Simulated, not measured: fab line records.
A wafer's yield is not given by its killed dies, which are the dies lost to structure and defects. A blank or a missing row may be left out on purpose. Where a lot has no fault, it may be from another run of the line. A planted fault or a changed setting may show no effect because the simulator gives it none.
Chamber matching / flow n5 finfet / N5_BEOL_M12_ETCH_67 on rie diel-03: 3 sister chambers
The step etches SiARC in CF4, target depth 143 nm, time 238.3 s. 6 wafers are shown with their chamber, then 7 later ones without.

== EACH WAFER AND ITS CHAMBER ==
wafer=L273.2; chamber=2; showerhead plenum p Torr (Torr)=2.16; oes product au (a.u.)=0.69
wafer=L273.6; chamber=0; showerhead plenum p Torr (Torr)=2.07; oes product au (a.u.)=0.67
wafer=L277.1; chamber=2; showerhead plenum p Torr (Torr)=2.16; oes product au (a.u.)=0.68
wafer=L277.2; chamber=3; showerhead plenum p Torr (Torr)=2.19; oes product au (a.u.)=0.77
wafer=L277.5; chamber=0; showerhead plenum p Torr (Torr)=2.07; oes product au (a.u.)=0.66
wafer=L280.2; chamber=3; showerhead plenum p Torr (Torr)=2.18; oes product au (a.u.)=0.76

== WAFERS MISSING THEIR CHAMBER ==
wafer=L280.4; showerhead plenum p Torr (Torr)=2.07; oes product au (a.u.)=0.65
wafer=L280.6; showerhead plenum p Torr (Torr)=2.07; oes product au (a.u.)=0.67
wafer=L281.2; showerhead plenum p Torr (Torr)=2.07; oes product au (a.u.)=0.64
wafer=L281.5; showerhead plenum p Torr (Torr)=2.18; oes product au (a.u.)=0.74
wafer=L281.6; showerhead plenum p Torr (Torr)=2.16; oes product au (a.u.)=0.67
wafer=L282.1; showerhead plenum p Torr (Torr)=2.07; oes product au (a.u.)=0.66
wafer=L282.2; showerhead plenum p Torr (Torr)=2.18; oes product au (a.u.)=0.74

== WHICH CHAMBER EACH WENT THROUGH ==
wafer=L280.4; from the rows above=0; in truth=0
wafer=L280.6; from the rows above=0; in truth=0
wafer=L281.2; from the rows above=0; in truth=0
wafer=L281.5; from the rows above=3; in truth=3
wafer=L281.6; from the rows above=2; in truth=2
wafer=L282.1; from the rows above=0; in truth=0
wafer=L282.2; from the rows above=3; in truth=3
7 of 7 placed correctly. From these rows, 0 cannot be placed. 0 placed wrongly.
How it was worked out, from the rows above alone: a wafer's distance from a chamber is the root of the sum, over the readings, of the square of ((its reading less the chamber's mean) divided by the reading's scatter). The wafer belongs to the nearest chamber; if the next one is less than 2 further off, it can't be placed. For every chamber, the mean is computed from those of its wafers that are shown. How the scatter is found: for the shown wafers, subtract from each reading the mean of its chamber, square and add these, divide the total by (wafers less chambers), then take the root.
